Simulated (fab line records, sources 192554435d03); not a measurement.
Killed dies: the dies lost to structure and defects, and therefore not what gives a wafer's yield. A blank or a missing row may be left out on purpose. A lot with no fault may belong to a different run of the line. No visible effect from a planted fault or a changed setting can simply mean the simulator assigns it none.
Comparing a struck lot with a sound one ; flow n5Finfet ; 14 steps out of a route of 1938
Sound: wafers L528.1, L528.5, L528.6. Struck: wafer L543.3. (L543.2, L543.6 of the same lot were not struck and are left out.) The cause comes at the end.
Each step with rows lists, per side, the tool, then ch with its chambers, then its first start. Under that, the readings that differ: sound wafers ; struck wafers ; difference of the means ; sigmas: that difference in standard deviations of wafers without a fault.
alike: a reading whose means differ by less than 2 such deviations, as well as words and numbers matching on both sides. not compared: withheld readings; readings where some wafer has no value; bounds like >300 that might hide an equal value; numbers whose values overlap and for which the record gives no deviation.
Wherever a step has rows on one side only, a row that says differs or no value, or a row with sigmas, the two part there. Numbers that don't overlap but have no deviation are shown without sigmas and don't part them. A reading missing from all wafers of one side parts the sides only when that side holds two or more wafers.

N5_BEOL_M12_OCD_MEAS_35:
  sound: ocd-02 at day 13 04:36; struck: ocd-02 at day 17 08:48
  alike: trenchDepthNm
N5_BEOL_M12_STRIP_37: strips in N2/H2.
  sound on plasmaAsher-01 ch 0,1, day 13 04:38; struck on plasmaAsher-02 ch 0, day 17 08:52
  alike: drypumpMotorCurrentA, heaterPowerW, oesProductAu
  not compared: rfHoursCounterH
N5_BEOL_M12_ETCH_38: etches SiCN in CF4/N2, target depth 68.7 nm, time 73.4 s.
  sound on rieDiel-06 ch 2,3, day 13 14:46; struck on rieDiel-01 ch 0, day 17 11:49
  alike: biasW, drypumpMotorCurrentA, oesProductAu, rfVppV, showerheadPlenumPTorr, throttleValvePct
  not compared: rfHoursCounterH
then, 2 steps without rows for these wafers: N5_BEOL_M12_PRECLEAN_39 (cleans in residue remover, time 60 s); N5_BEOL_M12_SRD_40 (time 30 s, dry time 30 s).
N5_BEOL_M12_DEGAS_41: time 60 s.
  sound: pvdSputter-02 at day 13 15:05; struck: pvdSputter-03 at day 17 12:34
  alike: heaterPowerW
then, 3 steps without rows for these wafers: N5_BEOL_M12_PRE_CLEAN_42 (time 30 s); N5_BEOL_M12_SPUTTER_43 (material TaN, target thk 15 nm, time 24.19 s); N5_BEOL_M12_SPUTTER_44 (material Ta, target thk 10 nm, time 16.13 s).
N5_BEOL_M12_SPUTTER_45: material Cu, target thk 80 nm, time 13.33 s.
  sound: pvdSputter-02 at day 13 15:19; struck: pvdSputter-03 at day 17 12:48
  alike: throttleValvePct
then, 1 step without rows for these wafers: N5_BEOL_M12_ECD_47 (material Cu, target thk 720 nm).
N5_BEOL_M12_ANNEAL_48: time 90 s.
  sound on rtpAnneal-01 ch 0, day 13 16:02; struck on rtpAnneal-02 ch 0, day 17 13:07
  alike: annealTempC, wafer_temp_C_max
N5_BEOL_M12_CMP_49: polishes, stops on SiOC, t overpolish 20.6 s, target thk 320 nm.
  sound on cmp-04 ch 0,3, day 13 16:22; struck on cmp-02 ch 2, day 17 13:22
reading;sound;struck;difference;sigmas
barrierFieldEndpointS (s);30.5 30.9 30.1;17.5;-13.0;-18
model.Cu_of_BEOL_M12_ECD_47.thkNm (nm);322.4 316.6 322.2;309.4;-11.0;
  alike: motorCurrentA, overpolishRunS
N5_PASSIVATION_PROBE_49:
  record: rows for the struck wafers here (prober-02, day 19 07:38), none for the sound ones

WHERE THEY PART
Earliest at N5_BEOL_M12_CMP_49; latest, in this record, at N5_PASSIVATION_PROBE_49.

WHY: what had been put in by the simulator
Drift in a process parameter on cmp-02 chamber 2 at N5_BEOL_M12_CMP_49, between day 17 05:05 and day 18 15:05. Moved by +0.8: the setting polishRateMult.
